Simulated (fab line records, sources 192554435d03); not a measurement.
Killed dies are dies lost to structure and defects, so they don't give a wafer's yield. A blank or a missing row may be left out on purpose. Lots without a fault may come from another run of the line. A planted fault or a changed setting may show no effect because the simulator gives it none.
fab line records | flow n5_finfet | part 2 of 2: steps 4 to 6 of 6
record lots=24 wafers=72 last_day=17
route steps=1938 shown BEOL_M3@949
lots that met no fault: from a run of the same line without faults
start_h: hours from the record's first day to the start of the lot's first wafer shown | wait_h: hours since the lot's step before | " the same as in the row above | L1.1+2: a row that stands for several wafers | - no value, or no start given | * or withheld: withheld | < > ~ a bound
route shown NAME@n: a module of which the file shows steps, and the number in the route of the first | usual: mean/standard deviation of fault-free wafers | same: alike in all rows | chamber/n: place in a boat | sites: the reading at each site | _std_site: their standard deviation | _edge_site: outer sites' mean less inner sites' | radius_mm: how far each site lies from the wafer's centre | mask NAME#n: copy n | behind: the tool/chamber that last shaped the wafer | hold: why the lot was held/for how many hours/how that ended | device: the transistor (n, p or np) that didn't switch | end of line: the same wafers' tests at the end of the route | a step without rows: its recipe alone | killed: dies lost to structure and defects at the first sort, not the wafer's yield | map: a wafer's dies, x killed, . not, _ none there
set.NAME: the setting as run; set.NAME@STEP: as run at that earlier step | model.NAME: the simulator's own value behind a step, which no gauge read
steps of the route over a sample of lots; a table a step, a row a wafer
services: from which hour (start_h, from the record's first day; less than 0 if before it) a tool's chamber was out of use, for how many hours, and why
## steps
# step N5_BEOL_M3_CD_MEAS_35
# recipe target_cd_nm=18 target_cd_y_nm=21 polarity=opening
# usual cd_nm=18.0/0.3
# columns lot.wafer tool chamber start_h wait_h cd_nm
L074.2 cd_sem-01 - 147.01 0.0 17.6
L074.3 " - " " 18.2
L074.4 " - " " 17.9
L075.1 cd_sem-03 - 159.69 0.0 17.8
L075.4 " - " " 17.8
L075.5 " - " " 17.8
L076.3 cd_sem-02 - 162.20 0.0 18.6
L076.5 " - " " 18.2
L076.6 " - " " 18.1
L077.2 cd_sem-02 - 162.33 0.0 17.5
L077.3 " - " " 18.1
L077.4 " - " " 17.9
L078.1 cd_sem-03 - 176.14 0.0 17.9
L078.4 " - " " 17.5
L078.5 " - " " 17.7
L079.1 cd_sem-03 - 179.10 0.0 18.2
L079.4 " - " " 18.5
L079.6 " - " " 18.1
L080.3 cd_sem-01 - 185.21 0.0 18.1
L080.4 " - " " 18.3
L080.5 " - " " 18.5
L081.3 cd_sem-02 - 197.62 0.0 18.3
L081.5 " - " " 18.3
L081.6 " - " " 18.3
L082.1 cd_sem-02 - 204.80 0.0 17.6
L082.4 " - " " 18.0
L082.6 " - " " 18.4
L083.1 cd_sem-02 - 205.27 0.0 17.9
L083.4 " - " " 18.3
L083.5 " - " " 17.8
L084.1 cd_sem-02 - 218.80 0.0 18.0
L084.2 " - " " 17.9
L084.6 " - " " 17.7
L085.3 cd_sem-02 - 221.41 0.0 18.8
L085.5 " - " " 17.4
L085.6 " - " " 17.7
L086.1 cd_sem-03 - 227.82 0.0 17.8
L086.5 " - " " 18.0
L086.6 " - " " 17.8
L088.2 cd_sem-01 - 235.73 0.0 17.5
L088.5 " - " " 18.2
L088.6 " - " " 17.4
L089.1 cd_sem-03 - 239.08 0.0 17.6
L089.4 " - " " 17.6
L089.6 " - " " 17.6
L087.1 cd_sem-03 - 239.45 0.0 18.3
L087.2 " - " " 18.3
L087.3 " - " " 18.6
L090.2 cd_sem-01 - 242.33 0.0 18.1
L090.3 " - " " 18.2
L090.6 " - " " 18.3
L091.1 cd_sem-03 - 245.65 0.0 18.1
L091.2 " - " " 18.2
L091.3 " - " " 18.2
L093.1 cd_sem-03 - 257.10 0.0 17.9
L093.5 " - " " 18.2
L093.6 " - " " 18.2
L092.2 cd_sem-02 - 261.59 0.0 18.0
L092.4 " - " " 18.1
L092.5 " - " " 18.4
L094.1 cd_sem-02 - 279.56 0.0 17.7
L094.3 " - " " 17.9
L094.4 " - " " 18.1
L095.2 cd_sem-03 - 285.58 0.0 17.9
L095.4 " - " " 17.7
L095.5 " - " " 18.0
L096.1 cd_sem-02 - 288.09 0.0 18.5
L096.3 " - " " 18.0
L096.6 " - " " 17.9
L097.3 cd_sem-01 - 293.33 0.0 18.4
L097.4 " - " " 18.5
L097.6 " - " " 18.3
# step N5_BEOL_M3_ANNEAL_80
# recipe temp_c=400 time_s=240 ambient=vacuum
# usual heater_power_w=834/84
# columns lot.wafer tool chamber start_h wait_h heater_power_w
L074.2 pvd_sputter-03 - 148.88 0.0 782
L074.3 " - " " 882
L074.4 " - " " 770
L075.1 pvd_sputter-03 - 161.06 0.0 891
L075.4 " - " " 782
L075.5 " - " " 794
L076.3 pvd_sputter-03 - 163.55 0.0 798
L076.5 " - " " 898
L076.6 " - " " 794
L077.2 pvd_sputter-02 - 163.66 0.0 811
L077.3 " - " " 917
L077.4 " - " " 755
L078.1 pvd_sputter-03 - 177.67 0.0 988
L078.4 " - " " 782
L078.5 " - " " 784
L079.1 pvd_sputter-03 - 180.65 0.0 778
L079.4 " - " " 955
L079.6 " - " " 870
L080.3 pvd_sputter-01 - 186.23 0.0 758
L080.4 " - " " 921
L080.5 " - " " 823
L081.3 pvd_sputter-02 - 199.19 0.0 826
L081.5 " - " " 701
L081.6 " - " " 899
L082.1 pvd_sputter-01 - 206.07 0.0 979
L082.4 " - " " 947
L082.6 " - " " 751
L083.1 pvd_sputter-02 - 208.95 0.0 760
L083.4 " - " " 924
L083.5 " - " " 734
L084.1 pvd_sputter-03 - 221.43 0.0 805
L084.2 " - " " 782
L084.6 " - " " 799
L085.3 pvd_sputter-01 - 222.62 0.0 749
L085.5 " - " " 755
L085.6 " - " " 911
L086.1 pvd_sputter-01 - 229.24 0.0 981
L086.5 " - " " 772
L086.6 " - " " 856
L088.2 pvd_sputter-02 - 237.11 0.0 730
L088.5 " - " " 913
L088.6 " - " " 711
L089.1 pvd_sputter-02 - 240.38 0.0 712
L089.4 " - " " 902
L089.6 " - " " 798
L087.1 pvd_sputter-03 - 240.55 0.0 752
L087.2 " - " " 888
L087.3 " - " " 765
L090.2 pvd_sputter-03 - 243.49 0.0 899
L090.3 " - " " 790
L090.6 " - " " 794
L091.1 pvd_sputter-02 - 246.94 0.0 701
L091.2 " - " " 813
L091.3 " - " " 764
L093.1 pvd_sputter-01 - 260.11 0.0 911
L093.5 " - " " 980
L093.6 " - " " 800
L092.2 pvd_sputter-03 - 262.71 0.0 974
L092.4 " - " " 799
L092.5 " - " " 874
L094.1 pvd_sputter-02 - 281.28 0.0 740
L094.3 " - " " 793
L094.4 " - " " 922
L095.2 pvd_sputter-02 - 287.18 0.0 713
L095.4 " - " " 741
L095.5 " - " " 902
L096.1 pvd_sputter-03 - 289.53 0.0 904
L096.3 " - " " 784
L096.6 " - " " 791
L097.3 pvd_sputter-02 - 294.97 0.0 825
L097.4 " - " " 749
L097.6 " - " " 720
# step N5_BEOL_M3_SPUTTER_90
# recipe material=Cu target_thk_a=45 temp_c=-20 chamber_pressure_pa=0.07 power_w=withheld time_s=8.29
# usual chuck_gas_flow_sccm=1.27/0.057 substrate_temp_c=-19.99/0.099 throttle_valve_pct=30.2/0.94
# columns lot.wafer tool chamber start_h wait_h chuck_gas_flow_sccm substrate_temp_c throttle_valve_pct
L074.2 pvd_sputter-03 - 149.68 0.1 1.23 -20.03 30.0
L074.3 " - " " 1.33 -20.05 28.4
L074.4 " - " " 1.33 -19.87 31.0
L075.1 pvd_sputter-03 - 161.86 0.1 1.14 -20.05 28.6
L075.4 " - " " 1.20 -19.92 31.1
L075.5 " - " " 1.19 -20.09 30.6
L077.2 pvd_sputter-02 - 164.46 0.1 1.20 -19.91 30.2
L077.3 " - " " 1.37 -19.87 29.5
L077.4 " - " " 1.27 -20.03 29.7
L076.3 pvd_sputter-03 - 168.11 0.1 1.23 -19.95 30.3
L076.5 " - " " 1.24 -20.02 28.4
L076.6 " - " " 1.26 -20.14 30.4
L078.1 pvd_sputter-03 - 178.47 0.1 1.26 -20.05 30.2
L078.4 " - " " 1.34 -20.06 30.1
L078.5 " - " " 1.30 -19.95 31.2
L079.1 pvd_sputter-03 - 181.45 0.1 1.19 -19.75 30.9
L079.4 " - " " 1.24 -19.85 30.3
L079.6 " - " " 1.24 -20.13 28.4
L080.3 pvd_sputter-01 - 187.03 0.1 1.21 -20.04 29.0
L080.4 " - " " 1.25 -20.10 30.4
L080.5 " - " " 1.27 -20.16 31.7
L081.3 pvd_sputter-02 - 199.99 0.1 1.27 -19.96 30.3
L081.5 " - " " 1.36 -20.07 31.2
L081.6 " - " " 1.25 -19.98 29.5
L082.1 pvd_sputter-01 - 206.87 0.1 1.27 -19.98 30.8
L082.4 " - " " 1.28 -19.93 30.3
L082.6 " - " " 1.23 -19.98 28.9
L083.1 pvd_sputter-02 - 209.75 0.1 1.21 -19.98 29.8
L083.4 " - " " 1.22 -19.93 29.7
L083.5 " - " " 1.29 -20.01 29.6
L084.1 pvd_sputter-03 - 222.23 0.1 1.25 -19.89 30.2
L084.2 " - " " 1.27 -20.06 31.2
L084.6 " - " " 1.28 -19.95 30.4
L085.3 pvd_sputter-01 - 223.42 0.1 1.27 -19.83 29.1
L085.5 " - " " 1.34 -19.87 29.1
L085.6 " - " " 1.32 -19.98 30.5
L086.1 pvd_sputter-01 - 230.04 0.1 1.29 -20.09 30.9
L086.5 " - " " 1.29 -20.06 28.8
L086.6 " - " " 1.27 -19.75 31.7
L088.2 pvd_sputter-02 - 237.91 0.1 1.28 -20.11 30.1
L088.5 " - " " 1.32 -20.05 29.6
L088.6 " - " " 1.19 -20.14 31.4
L089.1 pvd_sputter-02 - 241.18 0.1 1.19 -20.00 31.4
L089.4 " - " " 1.19 -19.96 29.3
L089.6 " - " " 1.32 -20.19 30.1
L087.1 pvd_sputter-03 - 241.35 0.1 1.23 -19.99 31.3
L087.2 " - " " 1.26 -19.84 28.5
L087.3 " - " " 1.30 -20.07 30.2
L090.2 pvd_sputter-03 - 244.29 0.1 1.29 -20.06 28.2
L090.3 " - " " 1.25 -20.09 31.3
L090.6 " - " " 1.22 -20.18 30.3
L091.1 pvd_sputter-02 - 247.74 0.1 1.29 -19.95 31.3
L091.2 " - " " 1.38 -19.88 30.1
L091.3 " - " " 1.25 -19.97 29.5
L093.1 pvd_sputter-01 - 260.91 0.1 1.31 -19.71 30.5
L093.5 " - " " 1.23 -20.00 31.0
L093.6 " - " " 1.32 -19.92 31.7
L092.2 pvd_sputter-03 - 263.51 0.1 1.28 -20.09 30.6
L092.4 " - " " 1.22 -20.06 30.9
L092.5 " - " " 1.31 -20.15 28.2
L094.1 pvd_sputter-02 - 282.08 0.1 1.20 -19.85 29.9
L094.3 " - " " 1.38 -20.00 30.5
L094.4 " - " " 1.28 -19.83 29.8
L095.2 pvd_sputter-02 - 287.98 0.1 1.19 -20.06 31.3
L095.4 " - " " 1.29 -19.86 29.5
L095.5 " - " " 1.29 -19.98 29.6
L096.1 pvd_sputter-03 - 290.33 0.1 1.30 -19.95 28.5
L096.3 " - " " 1.24 -20.06 31.0
L096.6 " - " " 1.30 -19.77 30.1
L097.3 pvd_sputter-02 - 300.44 0.1 1.29 -19.84 30.2
L097.4 " - " " 1.27 -19.93 29.5
L097.6 " - " " 1.22 -20.03 29.4
## services
# columns tool chamber start_h hours kind
rie_diel-01 3 135.89 14.2 repair
rie_diel-02 0 141.71 3.3 repair
rie_diel-03 3 151.46 4.3 repair
pvd_sputter-02 - 153.37 1.0 repair
pvd_sputter-03 - 169.70 3.3 repair
rie_diel-03 2 170.31 8.0 repair
rie_diel-02 1 210.87 - clean
rie_diel-02 1 210.87 - consumable_replace:focus_ring
rie_diel-02 1 210.87 26.1 scheduled_down
rie_diel-02 1 210.87 26.1 vent_cycle
rie_diel-03 3 214.67 3.1 repair
rie_diel-01 0 216.59 1.2 repair
rie_diel-02 - 219.04 0.7 repair
rie_diel-03 2 224.91 9.3 repair
rie_diel-03 0 240.51 12.8 repair
rie_diel-02 3 256.42 2.8 repair
rie_diel-02 3 259.42 - clean
rie_diel-02 3 259.42 - consumable_replace:focus_ring
rie_diel-02 3 259.42 25.7 scheduled_down
rie_diel-02 3 259.42 25.7 vent_cycle
rie_diel-02 2 267.02 6.3 repair
pvd_sputter-01 - 300.26 1.2 repair
